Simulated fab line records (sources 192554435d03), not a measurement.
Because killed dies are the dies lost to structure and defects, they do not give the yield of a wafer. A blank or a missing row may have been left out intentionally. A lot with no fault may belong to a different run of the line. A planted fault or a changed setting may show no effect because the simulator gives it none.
Which tool did it? :: flow n5Finfet :: 11 lots, 30 wafers sampled, at 5 steps of a route of 1938

WHAT THE GAUGES READ, wafer by wafer
N5_BEOL_M6_OCD_MEAS_38.
lot: L981
measured: day 8 18:00
on: ocd-01
trenchDepthNm (nm): 95.3 89.7 95.9

lot: L983
measured: day 9 15:22
on: ocd-02
trenchDepthNm (nm): 96.0 95.6

lot: L988
measured: day 10 19:01
on: ocd-01
trenchDepthNm (nm): - - -

lot: L989
measured: day 10 21:07
on: ocd-01
trenchDepthNm (nm): - - -

lot: L990
measured: day 11 01:49
on: ocd-01
trenchDepthNm (nm): - - -

lot: L992
measured: day 11 08:29
on: ocd-02
trenchDepthNm (nm): 95.5 93.8 93.4

lot: L994
measured: day 12 11:14
on: ocd-02
trenchDepthNm (nm): 96.4 97.7

lot: L996
measured: day 12 16:17
on: ocd-01
trenchDepthNm (nm): 91.7 94.5 96.1

lot: L997
measured: day 12 17:43
on: ocd-01
trenchDepthNm (nm): 92.8 94.0

lot: L999
measured: day 13 05:11
on: ocd-01
trenchDepthNm (nm): 93.1 96.0 96.8

lot: L102
measured: day 14 01:02
on: ocd-02
trenchDepthNm (nm): 93.3 92.4 93.5

WHICH TOOL RAN EACH LOT (tool, then ch and the chambers of the sampled wafers, then the start)
lot: L981
N5_BEOL_M5_ANNEAL_82: pvdSputter-03, day 8 09:01
N5_BEOL_M5_SPUTTER_88: pvdSputter-03, day 8 11:07
N5_BEOL_M6_ILD_DEP_00: pecvd-01 ch 0,1,2, day 8 13:20
N5_BEOL_M6_HM_DEP_02: pvdSputter-01, day 8 15:32

lot: L983
N5_BEOL_M5_ANNEAL_82: pvdSputter-02, day 9 06:29
N5_BEOL_M5_SPUTTER_88: pvdSputter-02, day 9 08:35
N5_BEOL_M6_ILD_DEP_00: pecvd-01 ch 1, day 9 10:49
N5_BEOL_M6_HM_DEP_02: pvdSputter-02, day 9 13:20

lot: L988
N5_BEOL_M5_ANNEAL_82: pvdSputter-02, day 10 03:38
N5_BEOL_M5_SPUTTER_88: pvdSputter-02, day 10 05:44
N5_BEOL_M6_ILD_DEP_00: pecvd-04 ch 0,1,2, day 10 12:16
N5_BEOL_M6_HM_DEP_02: pvdSputter-03, day 10 15:02

lot: L989
N5_BEOL_M5_ANNEAL_82: pvdSputter-03, day 10 11:40
N5_BEOL_M5_SPUTTER_88: pvdSputter-03, day 10 13:46
N5_BEOL_M6_ILD_DEP_00: pecvd-01 ch 0,2, day 10 15:58
N5_BEOL_M6_HM_DEP_02: pvdSputter-03, day 10 18:02

lot: L990
N5_BEOL_M5_ANNEAL_82: pvdSputter-02, day 10 15:28
N5_BEOL_M5_SPUTTER_88: pvdSputter-02, day 10 17:33
N5_BEOL_M6_ILD_DEP_00: pecvd-01 ch 0,2, day 10 20:00
N5_BEOL_M6_HM_DEP_02: pvdSputter-01, day 10 21:37

lot: L992
N5_BEOL_M5_ANNEAL_82: pvdSputter-01, day 10 23:44
N5_BEOL_M5_SPUTTER_88: pvdSputter-01, day 11 01:49
N5_BEOL_M6_ILD_DEP_00: pecvd-01 ch 0,2, day 11 04:02
N5_BEOL_M6_HM_DEP_02: pvdSputter-02, day 11 05:36

lot: L994
N5_BEOL_M5_ANNEAL_82: pvdSputter-03, day 12 01:55
N5_BEOL_M5_SPUTTER_88: pvdSputter-03, day 12 04:01
N5_BEOL_M6_ILD_DEP_00: pecvd-02 ch 0,2, day 12 06:19
N5_BEOL_M6_HM_DEP_02: pvdSputter-02, day 12 08:05

lot: L996
N5_BEOL_M5_ANNEAL_82: pvdSputter-03, day 12 07:32
N5_BEOL_M5_SPUTTER_88: pvdSputter-03, day 12 09:38
N5_BEOL_M6_ILD_DEP_00: pecvd-04 ch 0,2, day 12 11:50
N5_BEOL_M6_HM_DEP_02: pvdSputter-02, day 12 13:19

lot: L997
N5_BEOL_M5_ANNEAL_82: pvdSputter-02, day 12 09:58
N5_BEOL_M5_SPUTTER_88: pvdSputter-02, day 12 12:04
N5_BEOL_M6_ILD_DEP_00: pecvd-04 ch 0,1, day 12 14:16
N5_BEOL_M6_HM_DEP_02: pvdSputter-01, day 12 15:40

lot: L999
N5_BEOL_M5_ANNEAL_82: pvdSputter-03, day 12 19:46
N5_BEOL_M5_SPUTTER_88: pvdSputter-03, day 12 21:51
N5_BEOL_M6_ILD_DEP_00: pecvd-01 ch 0,2, day 13 00:07
N5_BEOL_M6_HM_DEP_02: pvdSputter-03, day 13 02:31

lot: L102
N5_BEOL_M5_ANNEAL_82: pvdSputter-03, day 13 15:59
N5_BEOL_M5_SPUTTER_88: pvdSputter-03, day 13 18:05
N5_BEOL_M6_ILD_DEP_00: pecvd-01 ch 0,1,2, day 13 20:31
N5_BEOL_M6_HM_DEP_02: pvdSputter-01, day 13 21:58
- N5_BEOL_M5_ANNEAL_82: time 1800 s.
- N5_BEOL_M5_SPUTTER_88: material Cu, target thk 15 nm, time 27.62 s.
- N5_BEOL_M6_ILD_DEP_00: deposits SiCOH lowk from DEMS/porogen, target thk 179.75 nm, time 33.4 s.
- N5_BEOL_M6_HM_DEP_02: deposits TiN, target thk 20 nm.

THE ANSWER, worked out from the rows above alone
Rule: what is usual is taken from the lots themselves. Put in order of their means at a reading, lots are off if they are a third of the lots or fewer, leave a main group of 4 or more, and stand apart from it by a gap of 3 or more times the standard deviation of the main group's means; of several such gaps the widest counts. A main group is skipped when, at the precision printed for the reading in the tables above, its means are all equal. A lot without any number at a reading at which 4 lots or more have one is off too. All remaining lots with rows at the step are treated as sound.
Off, at N5_BEOL_M6_OCD_MEAS_38 on trenchDepthNm: L988, L989, L990. Without a number there: L988, L989, L990. For the main group the mean is 94.6 nm and the standard deviation 1.3.
If a tool, at a process step before that reading, ran all the lots that are off and no sound lot after the first of them, it fits. The gauges at N5_BEOL_M6_OCD_MEAS_38 are tried like those tools. No candidate that was tried fits.

WHAT THE SIMULATOR HAD PUT IN
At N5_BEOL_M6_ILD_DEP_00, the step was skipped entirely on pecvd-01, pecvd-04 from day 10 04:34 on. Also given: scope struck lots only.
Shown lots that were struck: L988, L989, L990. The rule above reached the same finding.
